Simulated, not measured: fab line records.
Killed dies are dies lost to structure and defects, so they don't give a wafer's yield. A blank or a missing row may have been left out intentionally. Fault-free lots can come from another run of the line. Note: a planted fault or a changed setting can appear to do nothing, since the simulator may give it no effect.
Comparing a struck lot with a sound one	flow n5_finfet	22 steps out of a route of 1938
Sound: wafers L979.1, L979.2, L979.3. Struck: wafers L993.1, L993.2, L993.3. The cause is named last.
At each step with rows: each side's tool, then ch and its chambers, then its first start. Under that, the readings that differ: sound wafers	struck wafers	difference of the means	sigmas: that difference in standard deviations of wafers without a fault.
alike: a reading whose means differ by less than 2 such deviations, as well as words and numbers matching on both sides. not compared: withheld readings; readings where some wafer has no value; bounds like >300 that might hide an equal value; numbers whose values overlap and for which the record gives no deviation.
Wherever a step has rows on one side only, a row that says differs or no value, or a row with sigmas, the two part there. When numbers do not overlap yet have no deviation, they are printed without sigmas and do not part them. A reading missing from all wafers of one side parts the sides only when that side holds two or more wafers.

first, 10 steps without rows for these wafers: N5_FIN_SAQP_PRECLEAN_44 (cleans in SC2, time 45 s); N5_FIN_SAQP_SRD_01 (time 30 s); N5_FIN_SAQP_ALD_61 (deposits SiO2, target thk 4 nm, pulse time 1 s, purge time 2 s); N5_FIN_SAQP_DENSIFY_62 (time 60 s); N5_FIN_SAQP_HM_DEP_03 (deposits SiNx from SiH4/NH3/N2, target thk 38 nm, time 33.6 s); N5_FIN_SAQP_PECVD_47 (deposits a-Si from SiH4/He, target thk 45 nm, time 36.3 s); N5_FIN_SAQP_PECVD_48 (deposits SiNx from SiH4/NH3/N2, target thk 25 nm, time 22.1 s); N5_FIN_SAQP_PECVD_06 (deposits a-Si from SiH4/He, target thk 60 nm, time 48.1 s); N5_FIN_SAQP_HM_DEP_72 (deposits SiO2 from SiH4/N2O, target thk 12 nm, time 7.2 s); N5_FIN_SAQP_COAT_49 (time 60 s, resist thk 100 nm).
N5_FIN_SAQP_COAT_50: time 60 s, resist thk 35 nm.
  sound on litho_track-04 ch 0, day 2 10:34; struck on litho_track-04 ch 0, day 5 21:17
reading	sound	struck	difference	sigmas
spin_speed_rpm (rpm)	1499.9 1499.8 1499.9	1589.9 1590.0 1589.9	+90.1	+82
model.SiARC_of_FIN_SAQP_COAT_50.thk_nm (nm)	35.05 35.06 35.02	34.05 34.11 34.09	-0.96	
  alike: exhaust_pa, plate_temp_C, resist_line_temp_C
then, 7 steps without rows for these wafers: N5_FIN_SAQP_COAT_10 (resist thk 90 nm); N5_FIN_SAQP_EBR_12; N5_FIN_SAQP_SOFTBAKE_11 (time 60 s); N5_FIN_SAQP_EXPOSE_13 (exposes mask FIN CORE, target cd 35.6 nm); N5_FIN_SAQP_PEB_14 (peb time 60 s); N5_FIN_SAQP_DEVELOP_15 (develop time 30 s); N5_FIN_SAQP_DESCUM_21 (chemistry O2, time 7.9 s).
N5_FIN_SAQP_ETCH_51: etches SiARC in CF4, target depth 45.5 nm, time 75.8 s.
  sound on rie_diel-06 ch 0,2,3, day 2 11:44; struck on rie_diel-04 ch 0,1,2, day 5 21:48
reading	sound	struck	difference	sigmas
model.etch.depth_nm (nm)	35.05 35.06 35.02	34.05 34.11 34.09	-0.96	
model.CAR-ArF_of_FIN_SAQP_COAT_10.thk_nm (nm)	51 51.03 50.78	51.99 51.97 51.96	+1.04	
  alike: drypump_motor_current_A, etch_rf_on_time_s, oes_product_au, rf_vpp_V, showerhead_plenum_p_Torr, throttle_valve_pct
  not compared: rf_hours_counter_h
N5_FIN_SAQP_ETCH_52: etches SOC in N2/H2, target depth 100 nm, overetch 20 nm, time 150 s.
  sound on rie_diel-06 ch 0,2,3, day 2 11:47; struck on rie_diel-04 ch 0,1,2, day 5 21:51
reading	sound	struck	difference	sigmas
model.SiARC_of_FIN_SAQP_COAT_50.thk_nm (nm)	29.33 29.09 29.5	28.36 28.69 28.28	-0.86	
  alike: drypump_motor_current_A, h2_flow_sccm, oes_product_au, rf_vpp_V, showerhead_plenum_p_Torr, throttle_valve_pct
  not compared: rf_hours_counter_h
then, 1 step without rows for these wafers: N5_FIN_SAQP_STRIP_53 (strips in N2/H2).
-- here the record skips 6 days between the struck wafers' starts before and after, leaving off in module FIN_SAQP and picking up in module BEOL_M4 (first step shown: number 1111 of the route) --
N5_BEOL_M4_RC_MEAS_101:
  sound on prober-02 ch 0, day 8 21:28; struck on prober-02 ch 0, day 12 04:39
reading	sound	struck	difference	sigmas
ION_N (uA/um)	682 701 678	649 653 663	-32	-2
  alike: DIBL_N, DIBL_P, IOFF_N, IOFF_P, ION_P, SS_N, SS_P, VT_N, VT_P

== WHERE THEY PART ==
Earliest at N5_FIN_SAQP_COAT_50; latest, in this record, at N5_BEOL_M4_RC_MEAS_101.

WHY: what the simulator had put in
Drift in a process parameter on litho_track-04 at N5_FIN_SAQP_COAT_50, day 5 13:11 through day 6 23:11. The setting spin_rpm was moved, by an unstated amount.
